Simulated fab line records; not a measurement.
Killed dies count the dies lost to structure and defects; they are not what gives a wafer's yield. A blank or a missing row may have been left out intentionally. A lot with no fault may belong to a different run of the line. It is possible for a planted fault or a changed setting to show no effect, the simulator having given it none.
fab line records	flow nand_harc
record: lots: 24	wafers: 72	last_day: 33
route steps=1302 shown A_STAIRCASE@768
lots with no fault: from the same line, run without faults
start_h: start of the lot's first displayed wafer, in hours after the record's first day	wait_h: hours since the lot's step before	" repeats the value in the row above	L1.1+2: a row that stands for several wafers	- no value present, or no start provided	* or withheld: withheld	< > ~ a bound
route shown NAME@n: a module of which the file shows steps, and the number in the route of the first	usual: mean and standard deviation over wafers with no fault	same: alike in all rows	chamber/n: place in a boat	sites: readings site by site	_std_site: their standard deviation	_edge_site: the outer-site mean with the inner-site mean subtracted	radius_mm: for every site, how far away it sits from the centre of the wafer	mask NAME#n: copy n	behind: the most recent tool/chamber to have shaped the wafer	hold: reason for holding the lot/hours on hold/outcome of the hold	device: the transistor (n, p or np) that didn't switch	end of line: at the end of the route, the tests of the same wafers	a step without rows: its recipe alone	killed: the dies lost at the first sort to structure and to defects; this is not the yield of the wafer	map: a wafer's dies, x killed, . not, _ none there
set.NAME: the setting as run; set.NAME@STEP: as run at that earlier step	model.NAME: the simulator's own value behind a step, which no gauge read
the route's steps for a sample of lots (tables are steps, rows are wafers)
services: from which hour (start_h, from the record's first day; less than 0 if before it) a tool's chamber was out of use, for how many hours, and why
== steps ==
step: NHARC_A_STAIRCASE_STRIP_254
recipe: power_w: 1500	temp_c: 250	chemistry: O2
usual: drypump_motor_current_A: 5.5/0.45	heater_power_w: 360/21
lot.wafer	tool	chamber	start_h	wait_h	drypump_motor_current_A	heater_power_w	rf_hours_counter_h
L075.1	plasma_asher-02	0	367.58	-	5.9	351	26
L075.2	"	1	"	"	5.9	342	26
L075.5	"	1	"	"	5.9	334	-
L074.1	plasma_asher-01	0	375.69	-	5.2	376	5
L074.4	"	0	"	"	5.2	376	-
L074.6	"	0	"	"	5.2	370	-
L076.2	plasma_asher-01	1	387.02	-	4.8	353	7
L076.6	"	1	"	"	4.8	351	-
L076.5	"	0	"	"	5.2	376	-
L077.2	plasma_asher-02	1	394.62	-	5.9	329	30
L077.3	"	0	"	"	5.8	359	-
L077.6	"	1	"	"	5.9	334	-
L079.1	plasma_asher-01	0	409.04	-	5.2	383	12
L079.2	"	1	"	"	4.8	348	12
L079.6	"	0	"	"	5.2	365	-
L078.1	plasma_asher-02	1	413.88	-	6.0	338	34
L078.3	"	1	"	"	5.9	345	-
L078.6	"	0	"	"	5.9	365	-
L081.2	plasma_asher-01	1	438.21	-	4.8	356	18
L081.4	"	1	"	"	4.8	351	-
L081.3	"	0	"	"	5.2	369	-
L080.2	plasma_asher-01	0	438.75	-	5.2	370	18
L080.3	"	0	"	"	5.2	375	-
L080.4	"	1	"	"	4.8	353	-
L082.3	plasma_asher-02	0	452.38	-	5.9	401	-
L082.6	"	1	"	"	5.9	328	-
L082.5	"	0	"	"	5.9	392	-
L083.2	plasma_asher-02	1	460.72	-	5.9	331	6
L083.1	"	0	"	"	5.8	389	6
L083.4	"	1	"	"	5.9	332	-
L084.1	plasma_asher-01	0	470.61	-	5.2	381	25
L084.3	"	1	"	"	4.8	360	-
L084.5	"	0	"	"	5.2	374	-
L085.2	plasma_asher-01	1	476.32	-	4.8	352	26
L085.1	"	0	"	"	5.2	366	26
L085.3	"	0	"	"	5.2	370	-
L086.2	plasma_asher-02	0	481.80	-	5.9	383	10
L086.1	"	1	"	"	5.9	325	10
L086.6	"	0	"	"	5.8	386	-
L089.2	plasma_asher-02	0	507.01	-	5.8	388	16
L089.4	"	0	"	"	5.9	383	-
L089.3	"	1	"	"	5.9	334	-
L088.3	plasma_asher-01	0	507.83	-	5.2	375	-
L088.4	"	1	"	"	4.8	369	-
L088.6	"	1	"	"	4.8	345	-
L087.2	plasma_asher-02	1	520.24	-	5.9	341	18
L087.1	"	0	"	"	5.9	399	18
L087.6	"	0	"	"	5.8	388	-
L090.2	plasma_asher-02	1	527.51	-	5.9	334	22
L090.5	"	1	"	"	5.9	330	-
L090.6	"	0	"	"	5.8	382	-
L091.2	plasma_asher-02	1	541.55	-	5.9	332	25
L091.4	"	0	"	"	5.9	393	-
L091.5	"	1	"	"	5.9	334	-
L092.4	plasma_asher-01	1	550.85	-	4.8	359	-
L092.6	"	0	"	"	5.2	370	-
L092.5	"	1	"	"	4.8	338	-
L094.2	plasma_asher-02	0	569.75	-	5.8	378	30
L094.4	"	0	"	"	5.9	393	-
L094.5	"	0	"	"	5.8	396	-
L093.2	plasma_asher-02	0	573.25	-	5.9	388	31
L093.4	"	1	"	"	5.9	344	-
L093.6	"	0	"	"	5.9	393	-
L095.1	plasma_asher-01	1	575.07	-	4.8	342	9
L095.2	"	0	"	"	5.2	371	9
L095.5	"	0	"	"	5.2	361	-
L097.2	plasma_asher-02	0	588.32	-	5.8	385	35
L097.1	"	1	"	"	5.9	343	35
L097.3	"	0	"	"	5.8	390	-
L096.3	plasma_asher-01	0	590.27	-	5.2	362	-
L096.5	"	1	"	"	4.8	338	-
L096.6	"	0	"	"	5.2	358	-
step: NHARC_A_STAIRCASE_ETCH_273
recipe: target_depth_a: 1.02e+05	time_s: 2468.6	ion_energy_ev: 800	c4f8_flow_sccm: 80	o2_flow_sccm: 60	ar_flow_sccm: withheld	rf_w: 600	bias_w: 3000	chemistry: C4F8/O2/Ar
usual: chamber_pressure_mTorr: 25.000/0.022	oes_product_au: 0.938/0.015	rf_vpp_V: 1829/12
lot.wafer	tool	chamber	start_h	wait_h	chamber_pressure_mTorr	oes_product_au	rf_hours_counter_h	rf_vpp_V
L075.2	rie_diel-06	1	-	-	25.003	0.937	20	1845
L075.1	"	0	"	"	24.969	0.921	16	1819
L075.5	"	1	"	"	24.978	0.956	-	1846
L074.1	rie_diel-09	0	-	-	24.992	0.918	17	1844
L074.4	"	3	"	"	24.970	0.919	18	1823
L074.6	"	1	"	"	25.014	0.914	-	1826
L076.2	rie_diel-09	3	-	-	24.975	0.924	20	1823
L076.5	"	3	"	"	25.011	0.927	-	1823
L076.6	"	0	"	"	24.996	0.947	-	1845
L077.2	rie_diel-13	2	-	-	24.978	0.934	14	1836
L077.3	"	0	"	"	24.983	0.944	19	1837
L077.6	"	3	"	"	24.986	0.934	-	1848
L079.2	rie_diel-06	2	-	-	25.007	0.940	31	1820
L079.1	"	0	"	"	24.993	0.937	29	1819
L079.6	"	0	"	"	25.023	0.936	-	1819
L078.1	rie_diel-06	3	-	-	25.007	0.889	28	1813
L078.3	"	2	"	"	25.007	0.937	33	1819
L078.6	"	2	"	"	25.029	0.934	-	1819
L081.2	rie_diel-09	1	-	-	25.011	0.928	33	1824
L081.4	"	2	"	"	25.031	0.938	33	1808
L081.3	"	3	"	"	24.993	0.942	33	1821
L080.3	rie_diel-13	1	-	-	24.989	0.926	25	1836
L080.4	"	3	"	"	24.977	0.925	32	1845
L080.2	"	0	"	"	25.012	0.936	35	1836
L082.3	rie_diel-13	0	-	-	25.027	0.932	41	1836
L082.6	"	3	"	"	25.002	0.946	-	1846
L082.5	"	0	"	"	24.979	0.933	-	1833
L083.2	rie_diel-09	1	-	-	25.020	0.948	40	1824
L083.4	"	2	"	"	25.030	0.957	41	1807
L083.1	"	3	"	"	24.988	0.931	40	1822
L084.1	rie_diel-09	2	-	-	25.025	0.953	44	1806
L084.3	"	0	"	"	24.974	0.932	43	1842
L084.5	"	3	"	"	24.980	0.926	-	1822
L085.2	rie_diel-06	2	-	-	25.030	0.933	56	1819
L085.1	"	0	"	"	24.973	0.939	51	1817
L085.3	"	1	"	"	24.991	0.946	52	1844
L086.2	rie_diel-13	1	-	-	24.993	0.935	39	1833
L086.1	"	2	"	"	24.998	0.937	43	1836
L086.6	"	0	"	"	25.001	0.946	-	1835
L089.2	rie_diel-06	1	-	-	24.979	0.971	8	1845
L089.3	"	2	"	"	24.978	0.941	5	1819
L089.4	"	3	"	"	24.986	0.932	6	1809
L088.4	rie_diel-13	3	-	-	25.018	0.963	50	1846
L088.3	"	1	"	"	25.029	0.950	50	1834
L088.6	"	0	"	"	25.007	0.955	-	1835
L087.1	rie_diel-06	3	-	-	25.025	0.904	14	1807
L087.2	"	2	"	"	25.003	0.933	14	1818
L087.6	"	3	"	"	24.969	0.909	-	1809
L090.2	rie_diel-13	2	-	-	24.971	0.946	0	1833
L090.5	"	2	"	"	25.028	0.942	-	1835
L090.6	"	3	"	"	25.024	0.950	-	1845
L091.4	rie_diel-13	1	-	-	24.976	0.951	4	1832
L091.2	"	2	"	"	25.009	0.948	5	1834
L091.5	"	1	"	"	25.017	0.947	-	1835
L092.6	rie_diel-06	2	-	-	24.993	0.943	-	1819
L092.5	"	0	"	"	24.996	0.946	-	1817
L092.4	"	1	"	"	25.034	0.958	-	1845
L094.4	rie_diel-13	2	-	-	25.052	0.921	15	1834
L094.2	"	3	"	"	24.995	0.944	15	1844
L094.5	"	1	"	"	24.998	0.941	-	1834
L093.2	rie_diel-06	0	-	-	25.040	0.945	35	1817
L093.4	"	1	"	"	25.009	0.940	34	1843
L093.6	"	1	"	"	25.040	0.938	-	1843
L095.2	rie_diel-09	1	-	-	25.031	0.953	26	1821
L095.1	"	2	"	"	24.972	0.937	23	1846
L095.5	"	1	"	"	25.018	0.941	-	1822
L097.3	rie_diel-13	1	-	-	24.976	0.935	24	1831
L097.1	"	2	"	"	24.980	0.927	21	1834
L097.2	"	0	"	"	24.992	0.963	16	1834
L096.3	rie_diel-09	1	-	-	25.028	0.950	32	1822
L096.5	"	0	"	"	24.991	0.921	-	1841
L096.6	"	1	"	"	24.981	0.959	-	1821
step: NHARC_A_STAIRCASE_ETCH_292
recipe: cf4_flow_sccm: 100	chf3_flow_sccm: 30	ar_flow_sccm: 0	rf_w: 500	bias_w: 200	chemistry: CF4/CHF3
usual: cf4_flow_sccm: 99.98/0.26	chamber_pressure_mTorr: 25.001/0.023	drypump_motor_current_A: 5.6/0.46	oes_product_au: 0.934/0.022	rf_vpp_V: 371.1/2.8	showerhead_plenum_p_Torr: 1.59/0.077	throttle_valve_pct: 16.803/0.0083
lot.wafer	tool	chamber	start_h	wait_h	cf4_flow_sccm	chamber_pressure_mTorr	drypump_motor_current_A	oes_product_au	rf_hours_counter_h	rf_vpp_V	showerhead_plenum_p_Torr	throttle_valve_pct
L075.2	rie_diel-06	1	378.40	0.1	99.54	25.008	5.4	0.935	22	374.9	1.69	16.792
L075.1	"	3	"	"	100.18	25.017	4.8	0.922	17	366.0	1.48	16.802
L075.5	"	2	"	"	99.88	25.000	5.5	0.921	-	369.2	1.53	16.799
L074.1	rie_diel-13	3	390.14	0.1	99.99	25.004	5.9	0.931	12	374.7	1.70	16.806
L074.4	"	2	"	"	99.81	24.977	5.4	0.917	9	372.0	1.63	16.814
L074.6	"	3	"	"	100.08	25.009	5.9	0.925	-	374.9	1.70	16.812
L076.2	rie_diel-13	2	397.03	0.1	99.85	25.014	5.4	0.959	12	373.2	1.63	16.802
L076.6	"	1	"	"	99.92	25.021	6.4	0.980	-	373.6	1.63	16.800
L076.5	"	2	"	"	100.11	24.989	5.4	0.978	-	371.9	1.63	16.787
L077.2	rie_diel-06	1	405.58	0.2	100.20	24.973	5.4	0.939	32	373.9	1.69	16.797
L077.3	"	2	"	"	100.30	24.951	5.6	0.951	29	369.5	1.53	16.798
L077.6	"	1	"	"	100.10	24.995	5.4	0.952	-	375.9	1.69	16.808
L079.2	rie_diel-09	0	419.68	0.1	99.98	24.969	5.7	0.931	28	373.8	1.68	16.817
L079.1	"	1	"	"	100.00	25.022	6.1	0.905	25	369.1	1.56	16.807
L079.6	"	3	"	"	99.82	25.028	5.2	0.915	-	371.0	1.55	16.780
L078.3	rie_diel-13	3	425.46	0.1	99.73	24.992	5.9	0.971	27	374.3	1.69	16.798
L078.1	"	0	"	"	100.59	25.024	6.0	0.955	30	370.5	1.63	16.788
L078.6	"	2	"	"	99.63	24.969	5.4	0.975	-	372.4	1.63	16.788
L081.4	rie_diel-06	1	447.68	0.1	99.48	25.016	5.4	0.934	40	374.6	1.69	16.800
L081.2	"	2	"	"	99.84	24.983	5.5	0.931	43	369.2	1.52	16.816
L081.3	"	0	"	"	99.55	24.982	6.0	0.926	38	368.7	1.52	16.799
L080.4	rie_diel-09	0	448.57	0.1	99.71	24.988	5.7	0.979	35	374.3	1.68	16.796
L080.3	"	1	"	"	99.83	25.044	6.1	0.955	35	370.6	1.56	16.809
L080.2	"	2	"	"	100.25	25.010	5.1	0.948	35	366.9	1.46	16.806
L082.3	rie_diel-06	2	464.27	0.1	100.17	24.969	5.5	0.929	47	368.7	1.52	16.788
L082.5	"	1	"	"	99.89	24.988	5.4	0.944	-	374.3	1.69	16.800
L082.6	"	2	"	"	100.52	25.003	5.5	0.930	-	369.3	1.52	16.807
L083.4	rie_diel-06	0	474.60	0.2	99.85	24.987	6.0	0.931	48	368.3	1.52	16.812
L083.2	"	1	"	"	100.09	25.008	5.4	0.936	48	373.6	1.69	16.807
L083.1	"	2	"	"	100.09	24.963	5.5	0.925	53	367.5	1.52	16.824
L084.1	rie_diel-13	2	481.96	0.1	99.99	25.002	5.4	0.924	41	373.3	1.62	16.811
L084.3	"	0	"	"	99.91	25.010	6.0	0.930	49	371.9	1.62	16.817
L084.5	"	2	"	"	100.05	24.989	5.4	0.923	-	372.8	1.62	16.802
L085.2	rie_diel-09	0	488.29	0.1	99.71	24.988	5.7	0.928	46	373.0	1.67	16.804
L085.3	"	2	"	"	99.54	24.989	5.0	0.926	50	363.9	1.46	16.820
L085.1	"	3	"	"	100.07	24.994	5.2	0.914	47	369.0	1.54	16.803
L086.1	rie_diel-09	2	492.67	0.1	100.28	25.007	5.1	0.925	51	367.6	1.45	16.789
L086.2	"	0	"	"	100.19	24.989	5.7	0.933	47	375.3	1.67	16.811
L086.6	"	3	"	"	100.15	25.019	5.2	0.913	-	369.3	1.54	16.817
L089.2	rie_diel-09	1	517.26	0.1	99.77	24.990	6.1	0.979	4	370.3	1.55	16.819
L089.3	"	2	"	"	100.03	25.018	5.1	0.961	2	375.5	1.70	16.802
L089.4	"	0	"	"	99.80	25.041	5.7	0.928	4	373.4	1.67	16.794
L088.3	rie_diel-06	1	518.06	0.1	99.86	25.003	5.4	0.949	11	374.1	1.68	16.809
L088.4	"	2	"	"	100.17	25.027	5.5	0.935	8	368.7	1.52	16.799
L088.6	"	3	"	"	100.12	24.999	4.8	0.909	-	368.0	1.47	16.809
L087.2	rie_diel-09	3	532.54	0.1	99.91	25.052	5.2	0.915	8	370.7	1.54	16.796
L087.1	"	1	"	"	99.79	24.953	6.1	0.931	11	369.3	1.55	16.800
L087.6	"	0	"	"	100.20	24.980	5.7	0.899	-	373.9	1.67	16.810
L090.2	rie_diel-13	3	537.03	0.1	100.42	24.993	5.9	0.924	2	375.4	1.69	16.807
L090.5	"	2	"	"	99.86	25.036	5.4	0.913	-	372.0	1.62	16.796
L090.6	"	3	"	"	99.64	25.019	5.9	0.909	-	373.3	1.68	16.798
L091.4	rie_diel-13	3	551.14	0.1	99.96	25.035	5.9	0.916	5	374.3	1.69	16.798
L091.2	"	2	"	"	99.96	24.993	5.4	0.921	6	371.8	1.62	16.803
L091.5	"	3	"	"	100.04	25.063	5.9	0.921	-	375.4	1.68	16.816
L092.4	rie_diel-09	3	565.75	0.1	100.12	25.037	5.2	0.924	17	368.8	1.54	16.796
L092.6	"	0	"	"	99.76	25.018	5.7	0.906	-	373.9	1.67	16.801
L092.5	"	1	"	"	100.10	25.002	6.1	0.937	-	369.8	1.55	16.797
L094.4	rie_diel-13	3	579.61	0.1	99.95	24.972	5.9	0.931	16	374.5	1.68	16.789
L094.2	"	0	"	"	99.82	25.007	5.9	0.960	9	372.0	1.61	16.801
L094.5	"	3	"	"	100.19	24.986	5.9	0.933	-	374.5	1.68	16.790
L093.2	rie_diel-06	1	582.85	0.1	100.39	25.000	5.4	0.932	37	373.3	1.68	16.805
L093.4	"	2	"	"	100.04	24.985	5.6	0.926	34	369.3	1.51	16.808
L093.6	"	0	"	"	99.79	25.016	6.0	0.929	-	368.2	1.51	16.803
L095.1	rie_diel-13	0	586.56	0.1	100.22	24.984	6.0	1.010	13	372.8	1.61	16.807
L095.2	"	1	"	"	100.23	25.017	6.4	0.938	21	372.3	1.61	16.814
L095.5	"	0	"	"	100.20	25.036	6.0	1.025	-	372.8	1.61	16.792
L097.1	rie_diel-06	3	600.20	0.1	99.64	24.967	4.8	0.895	26	367.2	1.47	16.804
L097.2	"	1	"	"	99.84	25.020	5.4	0.936	41	372.6	1.68	16.802
L097.3	"	2	"	"	100.56	25.014	5.6	0.930	38	368.6	1.51	16.799
L096.3	rie_diel-06	1	601.93	0.1	100.36	24.951	5.4	0.935	41	374.6	1.68	16.807
L096.5	"	3	"	"	99.78	25.038	4.8	0.898	-	366.1	1.47	16.810
L096.6	"	0	"	"	99.88	25.030	6.0	0.928	-	369.0	1.51	16.804
step: NHARC_A_STAIRCASE_HM_DEP_462
recipe: target_thk_a: 8000	temp_c: 400	material: aC
usual: throttle_valve_pct: 34.999/0.0088
lot.wafer	tool	chamber	start_h	wait_h	throttle_valve_pct
L075.1	acl_dep-02	0	385.40	4.9	35.001
L075.2	"	0	"	"	34.977
L075.5	"	0	"	"	35.006
L074.1	acl_dep-03	0	392.30	0.1	35.005
L074.4	"	0	"	"	35.003
L074.6	"	0	"	"	35.009
L076.2	acl_dep-01	0	400.99	1.8	34.996
L076.5	"	0	"	"	35.003
L076.6	"	0	"	"	34.997
L077.2	acl_dep-03	0	408.13	0.4	35.003
L077.3	"	0	"	"	34.997
L077.6	"	0	"	"	35.001
L079.1	acl_dep-01	0	422.90	1.1	35.013
L079.2	"	0	"	"	34.993
L079.6	"	0	424.46	2.7	34.994
L078.1	acl_dep-01	0	427.99	0.1	35.002
L078.3	"	0	"	"	34.995
L078.6	"	0	"	"	35.001
L080.2	acl_dep-02	0	451.21	0.4	34.989
L080.3	"	0	"	"	34.994
L080.4	"	0	"	"	35.002
L081.2	acl_dep-03	0	453.52	0.9	34.996
L081.3	"	0	"	"	35.002
L081.4	"	0	"	"	34.992
L082.3	acl_dep-02	0	469.92	3.6	34.977
L082.5	"	0	"	"	34.989
L082.6	"	0	"	"	35.001
L083.1	acl_dep-02	0	476.84	0.1	34.994
L083.2	"	0	"	"	35.000
L083.4	"	0	"	"	34.995
L084.1	acl_dep-01	0	486.48	2.1	35.011
L084.3	"	0	"	"	34.992
L084.5	"	0	"	"	34.991
L085.1	acl_dep-02	0	491.58	1.1	34.989
L085.2	"	0	"	"	35.010
L085.3	"	0	"	"	35.003
L086.1	acl_dep-02	0	495.66	0.9	34.981
L086.2	"	0	"	"	35.008
L086.6	"	0	497.22	2.5	35.016
L089.2	acl_dep-03	0	521.49	2.1	35.012
L089.3	"	0	"	"	35.003
L089.4	"	0	"	"	35.015
L088.3	acl_dep-01	0	521.90	1.7	35.002
L088.4	"	0	"	"	34.994
L088.6	"	0	"	"	35.012
L087.1	acl_dep-01	0	535.24	0.4	35.010
L087.2	"	0	"	"	34.998
L087.6	"	0	536.77	1.9	35.005
L090.2	acl_dep-01	0	539.53	0.4	35.000
L090.5	"	0	"	"	34.996
L090.6	"	0	"	"	35.002
L091.2	acl_dep-02	0	557.31	4.1	34.997
L091.4	"	0	"	"	34.992
L091.5	"	0	"	"	35.014
L092.4	acl_dep-01	0	570.26	2.3	34.995
L092.5	"	0	"	"	34.985
L092.6	"	0	"	"	35.001
L094.2	acl_dep-01	0	582.09	0.4	35.003
L094.4	"	0	"	"	34.997
L094.5	"	0	"	"	35.003
L093.2	acl_dep-03	0	586.67	1.7	34.999
L093.4	"	0	"	"	34.999
L093.6	"	0	"	"	35.001
L095.1	acl_dep-03	0	590.36	1.7	35.003
L095.2	"	0	"	"	35.005
L095.5	"	0	"	"	34.992
L097.1	acl_dep-01	0	602.35	0.1	35.008
L097.2	"	0	"	"	34.994
L097.3	"	0	"	"	34.996
L096.3	acl_dep-03	0	604.77	0.8	34.991
L096.5	"	0	"	"	34.990
L096.6	"	0	"	"	35.008
step: NHARC_A_STAIRCASE_DEP_151
recipe: target_thk_a: 72000	temp_c: 400	target_thk_nm: 7200	teos_flow_sccm: 200	rf_w: 500	material: SiO2
usual: heater_power_outer_w: 367/63	heater_power_w: 641/81
lot.wafer	tool	chamber	start_h	wait_h	heater_power_outer_w	heater_power_w
L075.2	pecvd-01	1	403.15	0.4	356	608
L075.1	"	2	"	"	357	609
L075.5	"	2	"	"	349	606
L074.1	pecvd-01	2	415.69	0.6	448	747
L074.4	"	0	"	"	371	633
L074.6	"	2	"	"	351	595
L076.2	pecvd-01	0	421.16	0.6	457	756
L076.5	"	1	"	"	334	581
L076.6	"	0	"	"	355	644
L077.2	pecvd-02	0	425.68	0.4	412	700
L077.3	"	1	"	"	455	709
L077.6	"	0	"	"	357	620
L079.2	pecvd-02	2	440.82	0.5	304	537
L079.1	"	0	"	"	380	634
L079.6	"	0	"	"	349	624
L078.1	pecvd-03	0	448.27	0.4	303	643
L078.3	"	2	"	"	475	799
L078.6	"	2	"	"	355	672
L081.3	pecvd-03	1	468.87	0.4	406	696
L081.2	"	2	"	"	456	794
L081.4	"	1	"	"	362	637
L080.2	pecvd-02	1	469.01	0.5	364	621
L080.3	"	2	"	"	272	487
L080.4	"	0	"	"	356	609
L082.3	pecvd-01	1	486.98	0.4	358	616
L082.5	"	1	"	"	343	583
L082.6	"	0	"	"	356	637
L083.2	pecvd-01	0	495.94	0.6	434	733
L083.1	"	1	"	"	406	687
L083.4	"	1	"	"	331	591
L084.1	pecvd-02	0	504.44	0.4	390	675
L084.3	"	2	"	"	303	552
L084.5	"	2	"	"	252	471
L085.2	pecvd-03	0	512.01	0.4	261	583
L085.1	"	1	"	"	401	660
L085.3	"	2	"	"	381	686
L086.1	pecvd-01	1	512.01	0.4	434	717
L086.2	"	0	"	"	376	666
L086.6	"	0	"	"	359	641
L089.2	pecvd-03	0	539.44	0.4	364	719
L089.3	"	2	"	"	481	814
L089.4	"	0	"	"	258	573
L088.3	pecvd-02	0	539.53	0.5	461	780
L088.4	"	2	"	"	253	468
L088.6	"	0	"	"	355	615
L087.2	pecvd-02	2	553.97	1.0	316	547
L087.1	"	1	"	"	368	602
L087.6	"	1	"	"	369	583
L090.2	pecvd-02	2	558.34	1.2	321	561
L090.5	"	2	"	"	253	479
L090.6	"	1	"	"	356	600
L091.2	pecvd-03	2	575.85	0.5	436	764
L091.4	"	2	"	"	390	670
L091.5	"	0	"	"	258	571
L092.4	pecvd-03	1	587.99	0.7	367	636
L092.6	"	2	"	"	371	668
L092.5	"	0	"	"	256	559
L094.2	pecvd-03	0	599.73	0.6	371	733
L094.4	"	2	"	"	374	669
L094.5	"	0	"	"	263	584
L093.2	pecvd-03	0	604.53	0.7	331	667
L093.4	"	1	"	"	369	618
L093.6	"	2	"	"	382	687
L095.2	pecvd-03	1	609.09	0.4	437	706
L095.1	"	0	"	"	370	693
L095.5	"	0	"	"	263	584
L097.2	pecvd-02	2	621.58	0.4	283	515
L097.3	"	0	"	"	395	660
L097.1	"	1	"	"	452	697
L096.3	pecvd-01	1	621.58	0.4	446	739
L096.6	"	1	"	"	363	620
L096.5	"	2	"	"	335	581
step: NHARC_A_STAIRCASE_DEP_322
recipe: target_thk_a: 72000	temp_c: 400	target_thk_nm: 7200	teos_flow_sccm: 200	rf_w: 500	material: SiO2
usual: heater_power_outer_w: 368/61	heater_power_w: 629/82
lot.wafer	tool	chamber	start_h	wait_h	heater_power_outer_w	heater_power_w
L075.2	pecvd-03	1	410.99	0.2	490	765
L075.1	"	2	"	"	466	799
L075.5	"	0	"	"	261	566
L074.1	pecvd-02	1	423.47	0.2	415	667
L074.4	"	0	"	"	350	612
L074.6	"	2	"	"	257	474
L076.2	pecvd-02	0	430.79	0.1	460	765
L076.6	"	1	"	"	363	606
L076.5	"	2	"	"	259	474
L077.2	pecvd-01	1	430.81	0.1	401	672
L077.3	"	0	"	"	459	806
L077.6	"	1	"	"	338	573
L079.2	pecvd-01	1	448.04	0.1	417	701
L079.1	"	0	"	"	463	769
L079.6	"	0	"	"	362	638
L078.3	pecvd-02	2	458.31	0.1	307	556
L078.1	"	1	"	"	409	643
L078.6	"	0	"	"	344	615
L080.3	pecvd-02	1	477.01	0.1	455	705
L080.2	"	2	"	"	347	608
L080.4	"	0	"	"	363	616
L081.3	pecvd-01	0	477.02	0.1	436	735
L081.2	"	1	"	"	438	728
L081.4	"	1	"	"	328	563
L082.3	pecvd-02	1	494.71	0.1	457	738
L082.5	"	1	"	"	365	598
L082.6	"	0	"	"	357	620
L083.1	pecvd-03	1	504.90	0.1	463	780
L083.2	"	2	"	"	389	668
L083.4	"	2	"	"	368	650
L084.1	pecvd-02	2	512.36	0.2	346	574
L084.3	"	0	"	"	403	700
L084.5	"	2	"	"	249	459
L085.2	pecvd-01	2	519.13	0.1	440	723
L085.1	"	0	"	"	434	729
L085.3	"	1	"	"	391	691
L086.1	pecvd-02	1	519.22	0.2	413	652
L086.2	"	2	"	"	314	547
L086.6	"	0	"	"	359	606
L089.3	pecvd-02	2	547.92	0.1	265	487
L089.2	"	0	"	"	386	672
L089.4	"	0	"	"	359	631
L088.3	pecvd-01	1	547.92	0.1	411	716
L088.4	"	1	"	"	339	590
L088.6	"	2	"	"	357	624
L087.2	pecvd-02	0	561.32	0.1	430	734
L087.1	"	2	"	"	302	532
L087.6	"	1	"	"	375	593
L090.2	pecvd-02	0	567.37	0.1	459	752
L090.5	"	1	"	"	376	583
L090.6	"	2	"	"	255	489
L091.2	pecvd-01	1	588.19	0.1	372	641
L091.4	"	2	"	"	331	587
L091.5	"	0	"	"	356	632
L092.4	pecvd-01	0	598.75	0.4	364	632
L092.6	"	0	"	"	356	635
L092.5	"	2	"	"	348	594
L093.2	pecvd-02	0	609.73	0.1	407	680
L093.6	"	0	"	"	354	621
L093.4	"	2	"	"	248	458
L094.2	pecvd-01	0	609.73	0.1	414	692
L094.4	"	0	"	"	358	642
L094.5	"	1	"	"	357	611
L095.1	pecvd-01	0	617.66	0.1	467	752
L095.2	"	2	"	"	379	637
L095.5	"	2	"	"	336	578
L097.3	pecvd-02	2	629.60	0.1	254	458
L097.1	"	0	"	"	443	718
L097.2	"	1	"	"	343	578
L096.3	pecvd-03	0	629.70	0.2	263	569
L096.6	"	2	"	"	386	659
L096.5	"	0	"	"	259	553
== services ==
tool	chamber	start_h	hours	kind
rie_diel-13	-	343.67	9.0	pm
pecvd-03	-	366.24	13.0	pm
pecvd-01	-	370.67	13.0	pm
pecvd-02	-	377.74	1.3	repair
rie_diel-13	1	398.19	8.2	repair
rie_diel-09	-	404.02	6.5	repair
pecvd-02	-	408.13	13.0	pm
plasma_asher-02	-	418.16	1.6	repair
plasma_asher-02	-	420.71	1.4	repair
plasma_asher-02	-	426.30	9.0	pm
rie_diel-09	-	428.20	1.1	repair
pecvd-03	-	430.47	0.7	repair
rie_diel-06	2	455.09	1.5	repair
plasma_asher-02	-	465.69	0.9	repair
rie_diel-06	-	484.20	9.0	pm
rie_diel-09	-	497.48	9.0	pm
rie_diel-06	2	504.75	2.4	repair
rie_diel-09	-	507.54	1.2	repair
rie_diel-09	1	514.45	2.4	repair
rie_diel-13	-	520.67	9.0	pm
pecvd-01	-	551.67	13.0	pm
pecvd-02	-	589.13	13.0	pm
pecvd-01	2	591.15	2.3	repair
plasma_asher-02	-	603.30	9.0	pm
== key ==
fault none
